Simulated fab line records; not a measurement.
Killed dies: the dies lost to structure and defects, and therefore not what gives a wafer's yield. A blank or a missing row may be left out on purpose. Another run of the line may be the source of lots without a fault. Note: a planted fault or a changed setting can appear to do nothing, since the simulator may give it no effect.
fab line records	flow n5_finfet
[record] lots = 7	wafers = 21
route steps=1938 shown BEOL_M0_CUTY@713 BEOL_M0@715 BEOL_M3@959 BEOL_M6@1194 BEOL_M7@1267
start_h: hours from the record's first day to the start of the lot's first wafer shown	wait_h: time in hours since the lot's previous step	" same as the row above	L1.1+2: several wafers, shown together as one row	- no value, or no start was given	* or withheld: withheld	< > ~ a bound
route shown NAME@n: a module of which the file shows steps, and the number in the route of the first	usual: average and standard deviation across the fault-free wafers	same: alike in all rows	chamber/n: place in a boat	sites: the reading at each site	_std_site: how widely they spread, as a standard deviation	_edge_site: the outer-site mean with the inner-site mean subtracted	radius_mm: for every site, how far away it sits from the centre of the wafer	mask NAME#n: copy n	behind: the tool/chamber that last shaped the wafer	hold: cause of the lot's hold/its duration in hours/its outcome	device: the transistor (n, p or np) that didn't switch	end of line: the same wafers' tests at the end of the route	a step given without rows: its recipe and nothing more	killed: dies that structure and defects cost at the first sort, which is not the same as the wafer's yield	map: the dies of a wafer, with x for killed, . for not killed, _ for no die there
set.NAME: the run value of the setting; set.NAME@STEP: its run value at that earlier step	model.NAME: the simulator's own value behind a step, which no gauge read
one table per step and one row per wafer, for lots whose settings were changed on purpose
[[steps]]
[step N5_BEOL_M0_CUTY_ETCH_63]
[recipe] chemistry = N2/H2	target = SOC	target_depth_a = 827	overetch_a = 165	mask_material = SiARC	temp_c = 40	ion_energy_ev = 200	time_s = 124	pressure_mtorr = 30	source_w = 840	bias_w = 150	n2_flow_sccm = 200	h2_flow_sccm = 200
lot.wafer	tool	chamber	start_h	wait_h	set.time_s	model.SiO2_of_BEOL_M0_SAQP_SPACER2_ALD_26.thk_nm
L077.3	rie_diel-05	3	146.57	0.0	124	7
L077.4	"	2	"	"	124	7.2
L077.5	"	0	"	"	102.1	7.6
L079.3	rie_diel-05	2	149.52	0.0	124	7.2
L079.4+6	"	0,3	"	"	124	7
L080.2+6	rie_diel-01	2,3	154.04	0.0	124	7.2
L080.3	"	1	"	"	143	6.6
L083.2	rie_diel-04	2	171.79	0.0	104	7.6
L083.3+6	"	0,2	"	"	124	7
L087.3	rie_diel-04	1	193.84	0.0	132.8	7
L087.4	"	3	"	"	132.8	6.6
L087.5	"	0	"	"	124	7
L090.2+4	rie_diel-05	3,1	211.57	0.0	124	7
L090.6	"	1	"	"	124	6.8
L094.2	rie_diel-04	2	238.00	0.0	124	7
L094.4	"	0	"	"	124	7.2
L094.6	"	2	"	"	140.2	6.6
[step N5_BEOL_M0_CUTY_STRIP_64]
[recipe] chemistry = N2/H2	temp_c = 40	n2_flow_sccm = 200	h2_flow_sccm = 200	rf_frequency_hz = 6e+07
[step N5_BEOL_M0_ETCH_138]
[recipe] chemistry = CH3F/O2	target_depth_a = 120	target = SiCN	time_s = 31.6	ion_energy_ev = 120	pressure_mtorr = 30	source_w = 395	bias_w = 75	Ar_flow_sccm = 150	CH3F_flow_sccm = 30	O2_flow_sccm = 20	ends = cleared
lot.wafer	tool	chamber	start_h	wait_h	set.time_s@BEOL_M0_CUTY_ETCH_63	model.SiO2_of_BEOL_M0_SAQP_SPACER2_ALD_26.thk_nm
L077.3	rie_diel-05	3	146.69	0.0	124	5
L077.4	"	2	"	"	124	5.2
L077.5	"	0	"	"	102.1	5.6
L079.3	rie_diel-05	2	149.64	0.0	124	5.4
L079.4+6	"	0,3	"	"	124	5
L080.2	rie_diel-01	2	154.16	0.0	124	5.2
L080.3	"	1	"	"	143	4.8
L080.6	"	3	"	"	124	5.4
L083.2	rie_diel-04	2	171.91	0.0	104	5.6
L083.3	"	0	"	"	124	5.2
L083.6	"	2	"	"	124	5
L087.3	rie_diel-04	1	193.96	0.0	132.8	4.8
L087.4	"	3	"	"	132.8	4.6
L087.5	"	0	"	"	124	5
L090.2+4	rie_diel-05	3,1	211.70	0.0	124	5
L090.6	"	1	"	"	124	4.8
L094.2	rie_diel-04	2	238.12	0.0	124	5
L094.4	"	0	"	"	124	5.2
L094.6	"	2	"	"	140.2	4.6
[step N5_BEOL_M0_HM_OPEN_105]
[recipe] chemistry = Cl2/BCl3	target_depth_a = 120	target = TiN	ion_energy_ev = 150	pressure_mtorr = 10	icp_w = 1000	bias_w = 126	Cl2_flow_sccm = 53.25	bcl3_flow_sccm = 21.75	Ar_flow_sccm = 25
lot.wafer	tool	chamber	start_h	wait_h	set.time_s@BEOL_M0_CUTY_ETCH_63	model.SiO2_of_BEOL_M0_SAQP_SPACER2_ALD_26.thk_nm
L077.3+4	rie_metal-02	1,0	146.86	0.1	124	2.6
L077.5	"	1	"	"	102.1	3.2
L079.3	rie_metal-03	1	153.65	4.0	124	2.8
L079.4+6	"	0	"	"	124	2.6
L080.2	rie_metal-02	0	158.56	4.4	124	2.8
L080.3	"	1	"	"	143	2.4
L080.6	"	1	"	"	124	3
L083.2	rie_metal-03	1	173.23	1.3	104	3.2
L083.3+6	"	1	"	"	124	2.6
L087.3	rie_metal-01	0	195.27	1.3	132.8	2.4
L087.4	"	1	"	"	132.8	2
L087.5	"	1	"	"	124	2.6
L090.2	rie_metal-01	0	219.71	8.0	124	2.6
L090.4+6	"	1	"	"	124	2.4
L094.2	rie_metal-02	0	239.38	1.2	124	2.6
L094.4	"	0	"	"	124	2.8
L094.6	"	1	"	"	140.2	2.2
[step N5_BEOL_M0_ETCH_128]
[recipe] chemistry = CF4/N2	target_depth_a = 120	overetch_a = 51	target = SiCN	time_s = 21.4	ion_energy_ev = 150	pressure_mtorr = 40	source_w = 430	bias_w = 70	Ar_flow_sccm = 100	cf4_flow_sccm = 60	n2_flow_sccm = 60
[usual] rf_vpp_V = 383.3/1.5
lot.wafer	tool	chamber	start_h	wait_h	set.source_w	rf_vpp_V
L077.3	rie_diel-05	3	147.16	0.0	430	385.0
L077.4	"	0	"	"	430	386.3
L077.5	"	0	"	"	430	384.8
L079.3	rie_diel-05	0	154.04	0.1	430	384.3
L079.4	"	2	"	"	430	383.8
L079.6	"	0	"	"	430	386.5
L080.2	rie_diel-04	3	158.87	0.0	430	382.8
L080.3	"	0	"	"	430	382.5
L080.6	"	3	"	"	430	383.6
L083.2	rie_diel-04	2	173.60	0.1	430	381.3
L083.3	"	0	"	"	377.1	398.5
L083.6	"	3	"	"	430	383.0
L087.3	rie_diel-01	1	195.84	0.3	497.4	363.9
L087.4	"	3	"	"	430	381.1
L087.5	"	1	"	"	430	382.5
L090.2	rie_diel-04	2	220.26	0.1	452	376.7
L090.4	"	3	"	"	430	383.3
L090.6	"	3	"	"	430	381.3
L094.2	rie_diel-04	0	239.70	0.0	430	382.0
L094.4	"	3	"	"	494.7	366.1
L094.6	"	0	"	"	494.7	364.1
[step N5_BEOL_M3_COAT_76]
[recipe] resist = underlayer	temp_c = 205	time_s = 60	spin_rpm = 1500	resist_thk_nm = 5
lot.wafer	tool	chamber	start_h	wait_h	set.spin_rpm
L077.3	litho_track-02	0	-	-	1391
L077.4+5	"	0	"	"	1500
L079.3+4+6	litho_track-03	0	-	-	1500
L080.2+3	litho_track-02	0	-	-	1380
L080.6	"	0	"	"	1500
L083.2+3	litho_track-05	0	-	-	1564
L083.6	"	0	"	"	1500
L087.3	litho_track-05	0	-	-	1500
L087.4+5	"	0	"	"	1562
L090.2+6	litho_track-02	0	-	-	1413
L090.4	"	0	"	"	1500
L094.2+6	litho_track-02	0	-	-	1340
L094.4	"	0	"	"	1500
[step N5_BEOL_M3_COAT_22]
[recipe] resist = CAR-EUV	spin_rpm = 1500	resist_thk_nm = 30
[step N5_BEOL_M3_EBR_24]
[recipe] solvent = PGMEA	ebr_width_mm = 1.5
[step N5_BEOL_M3_DESCUM_33]
[recipe] chemistry = O2	time_s = 7	source_power_w = 50	bias_power_w = 20	pressure_mtorr = 20	rf_frequency_hz = 2.712e+07	temp_c = 40	resist = CAR-EUV	o2_flow_sccm = 225
[step N5_BEOL_M3_ETCH_77]
[recipe] chemistry = N2/H2	target = underlayer	target_depth_a = 65	mask_material = CAR-EUV	time_s = 5.2	ion_energy_ev = 200	pressure_mtorr = 30	source_w = 840	bias_w = 150	n2_flow_sccm = 200	h2_flow_sccm = 200	ends = cleared
lot.wafer	tool	chamber	start_h	wait_h	set.spin_rpm@BEOL_M3_COAT_76	model.etch.depth_nm
L077.3	rie_diel-02	3	213.37	0.0	1391	5.178
L077.4	"	0	"	"	1500	4.997
L077.5	"	2	"	"	1500	5
L079.3	rie_diel-03	0	223.54	0.0	1500	4.982
L079.4	"	1	"	"	1500	4.99
L079.6	"	0	"	"	1500	4.968
L080.2	rie_diel-03	1	235.15	0.0	1380	5.226
L080.3	"	2	"	"	1380	5.243
L080.6	"	3	"	"	1500	5.023
L083.2	rie_diel-02	3	242.37	0.0	1564	4.902
L083.3	"	0	"	"	1564	4.892
L083.6	"	3	"	"	1500	4.994
L087.3	rie_diel-06	1	271.70	0.0	1500	5.005
L087.4	"	2	"	"	1562	4.908
L087.5	"	1	"	"	1562	4.911
L090.2	rie_diel-02	0	293.32	0.0	1413	5.145
L090.4	"	3	"	"	1500	4.999
L090.6	"	0	"	"	1413	5.144
L094.2	rie_diel-06	0	317.58	0.0	1340	5.285
L094.4	"	1	"	"	1500	4.998
L094.6	"	2	"	"	1340	5.268
[step N5_BEOL_M6_ILD_DEP_00]
[recipe] material = SiCOH_lowk	target_thk_a = 1797.5	temp_c = 300	precursor = DEMS/porogen	pressure_torr = 5	rf_w = 500	time_s = 33.4
lot.wafer	tool	chamber	start_h	wait_h	set.time_s	model.SiCOH_lowk_of_BEOL_M6_ILD_DEP_00.thk_nm
L077.3	pecvd-02	2	292.59	0.0	33.4	178.4
L077.4	"	1	"	"	33.4	183.4
L077.5	"	0	"	"	33.4	182
L079.3	pecvd-04	0	293.39	0.0	33.4	176
L079.4	"	2	"	"	33.4	178.6
L079.6	"	0	"	"	33.4	177.8
L080.2	pecvd-02	0	319.34	0.0	33.4	178.2
L080.3	"	1	"	"	37.44	201.6
L080.6	"	2	"	"	33.4	180.2
L083.2	pecvd-04	1	323.00	0.0	33.4	176.4
L083.3	"	0	"	"	29.98	159.8
L083.6	"	2	"	"	33.4	183.4
L087.3	pecvd-01	1	368.50	0.0	33.4	177.8
L087.4	"	1	"	"	33.4	181.6
L087.5	"	0	"	"	31.15	171.4
L090.2	pecvd-04	0	374.44	0.0	33.4	178.2
L090.4	"	0	"	"	36.68	197
L090.6	"	0	"	"	36.68	197.2
L094.2	pecvd-01	0	398.79	0.0	33.4	175.8
L094.4	"	1	"	"	33.4	179.4
L094.6	"	2	"	"	33.4	181
[step N5_BEOL_M6_CURE_74]
[recipe] temp_c = 385	time_s = 240	ambient = He/Ar	material = SiCOH_lowk
lot.wafer	tool	chamber	start_h	wait_h	set.time_s@BEOL_M6_ILD_DEP_00	model.SiCOH_lowk_of_BEOL_M6_ILD_DEP_00.thk_nm
L077.3	uv_cure-03	0	292.81	0.2	33.4	154
L077.4	"	0	"	"	33.4	158.2
L077.5	"	0	"	"	33.4	157
L079.3	uv_cure-02	2	293.61	0.2	33.4	151.8
L079.4	"	2	"	"	33.4	154
L079.6	"	2	"	"	33.4	153.4
L080.2	uv_cure-02	0	319.53	0.2	33.4	153.8
L080.3	"	0	"	"	37.44	174
L080.6	"	0	"	"	33.4	155.4
L083.2	uv_cure-03	0	323.14	0.1	33.4	152.2
L083.3	"	0	"	"	29.98	137.6
L083.6	"	0	"	"	33.4	158.2
L087.3	uv_cure-03	0	368.90	0.4	33.4	153.2
L087.4	"	0	"	"	33.4	156.6
L087.5	"	0	"	"	31.15	147.8
L090.2	uv_cure-02	1	374.61	0.1	33.4	153.6
L090.4	"	1	"	"	36.68	170
L090.6	"	1	"	"	36.68	170.2
L094.2	uv_cure-02	0	398.93	0.1	33.4	151.6
L094.4	"	0	"	"	33.4	154.6
L094.6	"	0	"	"	33.4	156.2
[step N5_BEOL_M6_THK_MEAS_01]
[recipe] reads = SiCOH_lowk_of_BEOL_M6_ILD_DEP_00
[usual] M6_ILD_THK = 155.1/2
lot.wafer	tool	chamber	start_h	wait_h	set.time_s@BEOL_M6_ILD_DEP_00	M6_ILD_THK[nm]
L077.3	film_metro-02	-	293.17	0.3	33.4	154.1
L077.4	"	-	"	"	33.4	158.3
L077.5	"	-	"	"	33.4	157.0
L079.3	film_metro-01	-	293.97	0.3	33.4	151.7
L079.4	"	-	"	"	33.4	154.1
L079.6	"	-	"	"	33.4	153.6
L080.2	film_metro-01	-	319.96	0.4	33.4	153.7
L080.3	"	-	"	"	37.44	174.1
L080.6	"	-	"	"	33.4	155.4
L083.2	film_metro-02	-	323.58	0.4	33.4	152.2
L083.3	"	-	"	"	29.98	137.6
L083.6	"	-	"	"	33.4	158.2
L087.3	film_metro-01	-	369.57	0.5	33.4	153.3
L087.4	"	-	"	"	33.4	156.6
L087.5	"	-	"	"	31.15	147.8
L090.2	film_metro-02	-	375.04	0.4	33.4	153.8
L090.4	"	-	"	"	36.68	169.9
L090.6	"	-	"	"	36.68	170.2
L094.2	film_metro-02	-	399.37	0.4	33.4	151.6
L094.4	"	-	"	"	33.4	154.7
L094.6	"	-	"	"	33.4	156.0
[step N5_BEOL_M6_EXPOSE_08]
[recipe] mask_id = M6	na = 1.35	source_shape = dipole	sigma_inner = 0.817	sigma_outer = 0.97	polarization = te	dose_mj = 68.25
lot.wafer	tool	chamber	start_h	wait_h	mask	set.dose_mj
L077.3+5	arfi_scanner-01	0	294.91	-	M6#0	68.25
L077.4	"	0	"	"	M6#0	71.17
L079.3+4+6	arfi_scanner-02	0	295.24	-	M6#0	68.25
L080.2+3+6	arfi_scanner-02	0	322.16	-	M6#0	68.25
L083.2+3+6	arfi_scanner-02	0	326.06	-	M6#0	68.25
L087.3+4	arfi_scanner-03	0	370.77	-	M6#0	68.25
L087.5	"	0	"	"	M6#0	71.38
L090.2+4	arfi_scanner-01	0	375.99	-	M6#0	68.25
L090.6	"	0	"	"	M6#0	70.81
L094.2	arfi_scanner-01	0	401.86	-	M6#0	64.95
L094.4+6	"	0	"	"	M6#0	68.25
[step N5_BEOL_M6_PEB_09]
[recipe] peb_temp_c = withheld	peb_time_s = 60	resist = CAR-ArF
[step N5_BEOL_M6_DEVELOP_10]
[recipe] develop_time_s = 30	developer = TMAH	resist = CAR-ArF	rinse_liquid = diw	dry = air_spin	dev_temp_c = 23
[step N5_BEOL_M6_CD_MEAS_11]
[recipe] target_cd_nm = 38.5	landing_energy_ev = 500	detector = se_inlens	polarity = opening
[usual] cd_nm = 38.7/0.8
lot.wafer	tool	chamber	start_h	wait_h	set.dose_mj@BEOL_M6_EXPOSE_08	cd_nm
L077.3	cd_sem-02	0	295.03	-	68.25	39.4
L077.4	"	0	"	"	71.17	41.4
L077.5	"	0	"	"	68.25	38.2
L079.3	cd_sem-02	0	295.36	-	68.25	38.3
L079.4	"	0	"	"	68.25	37.8
L079.6	"	0	"	"	68.25	37.3
L080.2	cd_sem-03	0	322.29	-	68.25	38.3
L080.3	"	0	"	"	68.25	37.5
L080.6	"	0	"	"	68.25	39.0
L083.2	cd_sem-01	0	326.19	-	68.25	39.1
L083.3	"	0	"	"	68.25	38.5
L083.6	"	0	"	"	68.25	39.5
L087.3	cd_sem-02	0	370.89	-	68.25	37.4
L087.4	"	0	"	"	68.25	37.5
L087.5	"	0	"	"	71.38	39.6
L090.2	cd_sem-02	0	376.11	-	68.25	38.8
L090.4	"	0	"	"	68.25	38.6
L090.6	"	0	"	"	70.81	41.3
L094.2	cd_sem-03	0	401.98	-	64.95	36.3
L094.4	"	0	"	"	68.25	38.3
L094.6	"	0	"	"	68.25	38.6
[step N5_BEOL_M7_HM_DEP_02]
[recipe] material = TiN	target_thk_a = 200	temp_c = 25	chamber_pressure_pa = 0.49996
lot.wafer	tool	chamber	start_h	wait_h	set.target_thk_a	model.TiN_of_BEOL_M7_HM_DEP_02.thk_nm
L077.3	pvd_sputter-03	-	304.18	1.1	200	20.2
L077.4	"	-	"	"	191.3	19.4
L077.5	"	-	"	"	200	19.8
L079.3	pvd_sputter-02	-	304.25	1.1	200	20.6
L079.4	"	-	"	"	200	20
L079.6	"	-	"	"	200	20.4
L080.2	pvd_sputter-02	-	330.30	0.3	200	19.6
L080.3	"	-	"	"	174.6	17.4
L080.6	"	-	"	"	174.6	16.6
L083.2	pvd_sputter-03	-	333.17	1.0	200	20
L083.3	"	-	"	"	183.8	18.6
L083.6	"	-	"	"	183.8	18.4
L087.3	pvd_sputter-02	-	377.82	1.8	200	19.2
L087.4	"	-	"	"	200	20.2
L087.5	"	-	"	"	200	20
L090.2	pvd_sputter-01	-	382.62	0.6	200	19.8
L090.4	"	-	"	"	224	23
L090.6	"	-	"	"	200	20.6
L094.2+6	pvd_sputter-03	-	411.77	2.2	200	19.6
L094.4	"	-	"	"	200	19.8
[[key]]
[split] step = N5_BEOL_M0_CUTY_ETCH_63	setting = time_s	stated = 124	by = wafer
[response] step = N5_BEOL_M0_CUTY_ETCH_63	reading = model.SiO2_of_BEOL_M0_SAQP_SPACER2_ALD_26.thk_nm	change = -0.0347	per = 1%	r = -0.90
[response] step = N5_BEOL_M0_ETCH_138	reading = model.SiO2_of_BEOL_M0_SAQP_SPACER2_ALD_26.thk_nm	change = -0.0323	per = 1%	r = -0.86
[response] step = N5_BEOL_M0_HM_OPEN_105	reading = model.SiO2_of_BEOL_M0_SAQP_SPACER2_ALD_26.thk_nm	change = -0.0363	per = 1%	r = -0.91
[split] step = N5_BEOL_M0_ETCH_128	setting = source_w	stated = 430	by = wafer
[response] step = N5_BEOL_M0_ETCH_128	reading = rf_vpp_V	change = -1.18	per = 1%	r = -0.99
[split] step = N5_BEOL_M3_COAT_76	setting = spin_rpm	stated = 1500	by = wafer
[response] step = N5_BEOL_M3_ETCH_77	reading = model.etch.depth_nm	change = -0.0254	per = 1%	r = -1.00
[split] step = N5_BEOL_M6_ILD_DEP_00	setting = time_s	stated = 33.4	by = wafer
[response] step = N5_BEOL_M6_ILD_DEP_00	reading = model.SiCOH_lowk_of_BEOL_M6_ILD_DEP_00.thk_nm	change = +1.83	per = 1%	r = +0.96
[response] step = N5_BEOL_M6_CURE_74	reading = model.SiCOH_lowk_of_BEOL_M6_ILD_DEP_00.thk_nm	change = +1.59	per = 1%	r = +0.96
[response] step = N5_BEOL_M6_THK_MEAS_01	reading = M6_ILD_THK	change = +1.59	per = 1%	r = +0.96
[split] step = N5_BEOL_M6_EXPOSE_08	setting = dose_mj	stated = 68.25	by = wafer
[response] step = N5_BEOL_M6_CD_MEAS_11	reading = cd_nm	change = +0.535	per = 1%	r = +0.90
[split] step = N5_BEOL_M7_HM_DEP_02	setting = target_thk_a	stated = 200	by = wafer
[response] step = N5_BEOL_M7_HM_DEP_02	reading = model.TiN_of_BEOL_M7_HM_DEP_02.thk_nm	change = +0.209	per = 1%	r = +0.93
